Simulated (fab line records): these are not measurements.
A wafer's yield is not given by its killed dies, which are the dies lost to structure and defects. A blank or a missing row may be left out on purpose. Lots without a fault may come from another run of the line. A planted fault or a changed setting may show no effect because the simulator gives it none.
Chamber matching | flow nand_harc | NHARC_P_GATE_DESCUM_61 on rie_diel-06: 4 sister chambers
The step chemistry O2, time 3 s. 4 wafers are shown with their chamber, then 12 later ones without.

WAFERS WITH THEIR CHAMBER
wafer  | chamber | drypump_motor_current_A (A)
L088.4 | 3       | 6.6
L091.1 | 0       | 5.3
L091.3 | 1       | 5.4
L091.6 | 2       | 5.0

WAFERS WITHOUT THEIR CHAMBER
wafer  | drypump_motor_current_A (A)
L092.1 | 5.0
L092.5 | 5.5
L092.6 | 5.3
L095.1 | 5.0
L095.5 | 5.0
L095.6 | 6.6
L094.2 | 5.4
L094.3 | 6.6
L094.6 | 6.6
L096.3 | 6.7
L096.4 | 5.3
L096.6 | 5.0

WHICH CHAMBER EACH ONE RAN IN
wafer  | from the rows above | in truth
L092.1 | 2                   | 2
L092.5 | 1                   | 1
L092.6 | 0                   | 0
L095.1 | 2                   | 2
L095.5 | 2                   | 2
L095.6 | 3                   | 3
L094.2 | 1                   | 1
L094.3 | 3                   | 3
L094.6 | 3                   | 3
L096.3 | 3                   | 3
L096.4 | 0                   | 0
L096.6 | 2                   | 2
Placed correctly: 12 of 12. From these rows, 0 cannot be placed. 0 placed wrongly.
How it was worked out, from the rows above alone: a wafer's distance from a chamber is the root of the sum, over the readings, of the square of ((its reading less the chamber's mean) divided by the reading's scatter). If the next closest chamber is less than 2 further off than the closest, the wafer can't be placed; otherwise it belongs to the closest. A chamber's mean is the mean of its shown wafers. The scatter: with one shown wafer a chamber, the root of the mean of the squares of how far each hidden wafer lies from its nearest shown one.
